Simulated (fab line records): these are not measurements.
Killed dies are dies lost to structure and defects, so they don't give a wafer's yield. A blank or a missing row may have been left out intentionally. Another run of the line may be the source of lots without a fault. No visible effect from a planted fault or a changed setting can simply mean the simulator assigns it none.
One fault through the eyes of 3 desks | flow n5_finfet | every desk sees just its own numbers, and what lay behind them comes last

DESK OF THE TOOL OWNER: ald_hk-01
The tool's own readings at N5_MIM_TOP_ALD_01 (deposits HfO2, target thk 5.6 nm, pulse time 1 s, purge time 3 s): means of the sampled wafers that have a number, for each lot that ran on this tool. A lot is out of limits, marked OUT, if its mean lies more than 4 standard deviations from the usual mean; the brackets give that distance.
Columns: A = precursor_pulse_height_rel at N5_MIM_TOP_ALD_01, usual 1.001
lot  | first seen here | A
L722 | day 13 15:00    | 1.011
L734 | day 16 21:00    | 1.004
Result from this desk: across the 2 lots, nothing is out of limits.

AT THE METROLOGY DESK
Lot by lot, what the gauges showed, no matter which tool ran the lot: averages of those sampled wafers that carry a number. A lot is out of limits, marked OUT, if its mean lies more than 4 standard deviations from the usual mean; the brackets give that distance. Readings shown: 7 of its 25, picked as those furthest out on some lot.
Columns: A = COMB_M11 at N5_BEOL_M15_RC_MEAS_101, usual 1.6e-11 S/m; B = COMB_M14 at N5_BEOL_M15_RC_MEAS_101, usual 4.2e-12 S/m; C = COMB_M8 at N5_BEOL_M15_RC_MEAS_101, usual 2.6e-11 S/m; D = COMB_M9 at N5_BEOL_M15_RC_MEAS_101, usual 1.5e-11 S/m; E = SERP_M6 at N5_BEOL_M15_RC_MEAS_101, usual 13.7 ohm/um; F = SERP_M8 at N5_BEOL_M15_RC_MEAS_101, usual 13.8 ohm/um; G = SERP_M9 at N5_BEOL_M15_RC_MEAS_101, usual 3.09 ohm/um
lot  | first seen here | A       | B       | C       | D       | E    | F    | G
L722 | day 13 13:03    | 1.3e-11 | 2.7e-12 | 2.5e-11 | 1.6e-11 | 14.4 | 13.6 | 3.11
L723 | day 13 21:24    | 1.3e-11 | 2.8e-12 | 2.2e-11 | 1.4e-11 | 13.0 | 14.0 | 3.12
L734 | day 16 19:35    | 1.5e-11 | 2.6e-12 | 3.3e-11 | 1.6e-11 | 13.6 | 13.5 | 2.98
L739 | day 18 13:44    | 2.0e-11 | 6.2e-12 | 2.6e-11 | 1.5e-11 | 13.6 | 12.9 | 3.08
L741 | day 18 14:16    | 1.3e-11 | 3.2e-12 | 2.5e-11 | 1.1e-11 | 13.5 | 13.8 | 3.17
Result from this desk: across the 5 lots, nothing is out of limits.

THE DEFECT DESK
Inspection counts along the route, by lot: the mean over sampled wafers that carry a number. A lot is out of limits, marked OUT, if its mean lies more than 4 standard deviations from the usual mean; the brackets give that distance.
Columns: A = raw_defect_count at N5_BEOL_M15_INSPECT_55, usual 78
lot  | first seen here | A
L722 | day 13 13:13    | 77
L723 | day 13 21:34    | 89
L734 | day 16 19:45    | 125
L739 | day 18 13:53    | 78
L741 | day 18 14:26    | 39
Result from this desk: across the 5 lots, nothing is out of limits.

ALL TOGETHER
Nothing out of limits was seen by the tool owner's desk.
At the metrology desk, nothing out of limits was observed.
The defect desk saw nothing out of limits.

WHAT THE SIMULATOR PUT IN
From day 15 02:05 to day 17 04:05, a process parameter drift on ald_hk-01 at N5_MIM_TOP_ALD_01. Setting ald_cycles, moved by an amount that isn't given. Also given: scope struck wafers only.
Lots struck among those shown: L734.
